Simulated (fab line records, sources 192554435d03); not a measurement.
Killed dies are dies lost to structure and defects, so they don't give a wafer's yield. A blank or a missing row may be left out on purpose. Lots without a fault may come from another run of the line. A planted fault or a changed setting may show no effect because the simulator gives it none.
A struck lot beside a sound one | flow n5_finfet | 34 steps out of a route of 1938
Sound: wafers L466.1, L466.5, L466.6. Struck: wafers L474.2, L474.3, L474.4. The cause comes at the end.
At each step with rows: each side's tool, then ch and its chambers, then its first start. Under that, the readings that differ: sound wafers | struck wafers | difference of the means | sigmas: that difference in standard deviations of wafers without a fault.
alike: readings whose means differ by less than 2 such deviations, and words and numbers that are the same on both sides. not compared: withheld readings, readings that some wafer has no value for, bounds like >300 that may hide the same value, and numbers for which the record gives no deviation and whose values overlap.
The two part at a step that has a row with sigmas, a row that says differs or no value, or rows on one side only. Numbers that don't overlap but have no deviation are shown without sigmas and don't part them. A reading that every wafer of one side lacks parts them only if that side has two wafers or more.

first, 9 steps without rows for these wafers: N5_BEOL_M4_ILD_DEP_00 (deposits SiOC from DEMS/O2, target thk 79 nm, time 15.3 s); N5_BEOL_M4_PECVD_72 (deposits SiO2 from TEOS/O2, target thk 16 nm, time 18 s); N5_BEOL_M4_HM_DEP_02 (deposits TiN, target thk 20 nm); N5_BEOL_M4_COAT_61 (time 60 s, resist thk 60 nm); N5_BEOL_M4_COAT_62 (time 60 s, resist thk 12 nm); N5_BEOL_M4_COAT_73 (time 60 s, resist thk 5 nm); N5_BEOL_M4_COAT_05 (resist thk 30 nm); N5_BEOL_M4_EBR_07; N5_BEOL_M4_SOFTBAKE_06 (time 60 s).
N5_BEOL_M4_EXPOSE_08: exposes mask M4.
  sound on euv_scanner-01 ch 0, day 9 08:00; struck on euv_scanner-01 ch 0, day 11 01:07
  reading              | sound             | struck            | difference | sigmas
  exposure_dose_mJ_cm2 | 41.25 41.24 41.20 | 41.51 41.54 41.47 | +0.28      | +3
  alike: mask
then, 22 steps without rows for these wafers: N5_BEOL_M4_PEB_09 (peb time 60 s); N5_BEOL_M4_DEVELOP_10 (develop time 30 s); N5_BEOL_M4_DESCUM_16 (chemistry O2, time 7 s); N5_BEOL_M4_ETCH_74 (etches underlayer in N2/H2, target depth 6.5 nm, time 5.2 s); N5_BEOL_M4_ETCH_63 (etches SiARC in CF4, target depth 15.6 nm, time 26 s); N5_BEOL_M4_ETCH_64 (etches SOC in N2/H2, target depth 75 nm, overetch 22.5 nm, time 121.9 s); N5_BEOL_M4_STRIP_65 (strips in N2/H2); N5_BEOL_M4_STRIP_75 (strips in N2/H2); N5_BEOL_M4_STRIP_66 (strips in CF4); N5_BEOL_M4_HM_OPEN_17 (chemistry Cl2/BCl3, target TiN, target depth 20 nm, overetch 6 nm); N5_BEOL_M4_STRIP_19 (strips in O2); N5_BEOL_M4_COAT_67 (time 60 s, resist thk 60 nm); N5_BEOL_M4_COAT_68 (time 60 s, resist thk 12 nm); N5_BEOL_M4_COAT_76 (time 60 s, resist thk 5 nm); N5_BEOL_M4_COAT_22 (resist thk 30 nm); N5_BEOL_M4_EBR_24; N5_BEOL_M4_SOFTBAKE_23 (time 60 s); N5_BEOL_M4_EXPOSE_25 (exposes mask V3, defocus 5 nm); N5_BEOL_M4_PEB_26 (peb time 60 s); N5_BEOL_M4_DEVELOP_27 (develop time 30 s); N5_BEOL_M4_DESCUM_33 (chemistry O2, time 7 s); N5_BEOL_M4_ETCH_77 (etches underlayer in N2/H2, target depth 6.5 nm, time 5.2 s).
N5_BEOL_M4_RC_MEAS_101:
  sound on prober-02 ch 0, day 9 17:40; struck on prober-01 ch 0, day 11 16:14
  alike: DIBL_N, DIBL_P, IOFF_N, IOFF_P, ION_N, ION_P, SS_N, SS_P, VT_N, VT_P
-- the record jumps here: 4 days lie between the struck wafers' starts before and after (it left off in module BEOL_M4 and takes up again in module PASSIVATION, whose first step shown is number 1936 of the route) --
N5_PASSIVATION_PROBE_49:
  sound on prober-02, day 13 18:09; struck on prober-01, day 15 20:28
  reading                  | sound          | struck         | difference | sigmas
  defect_limited_yield (%) | 92.8 89.9 90.0 | 75.0 15.3 89.2 | -31.1      | -24
  killed_at_M4_up          | 26 21 26       | 208 915 51     | +367       | +69
  killed_dies              | 85 119 118     | 295 999 127    | +366       | +23
  killed_on_rim            | 9 12 17        | 37 125 17      | +47        | +14
  sort_bin_5_function (%)  | 4.4 5.8 5.7    | 15.3 59.5 6.0  | +21.6      | +25
  sort_bin_6_memory (%)    | 2.4 4.0 3.8    | 8.4 16.3 4.5   | +6.3       | +9
  sort_n_pass              | 1095 1061 1062 | 885 181 1053   | -366       | -23
  sort_yield_pct (%)       | 92.8 89.9 90.0 | 75.0 15.3 89.2 | -31.1      | -24
  alike: killed_at_M0_to_M3, killed_at_contacts, killed_at_front_end, killed_at_other, killed_open, killed_short

WHERE THEY PART
First at N5_BEOL_M4_EXPOSE_08; last, within this record, at N5_PASSIVATION_PROBE_49.

WHY: what the simulator had put in
Process parameter drift: euv_scanner-01, from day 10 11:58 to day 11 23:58, at N5_BEOL_M4_EXPOSE_08. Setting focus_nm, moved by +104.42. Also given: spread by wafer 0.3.
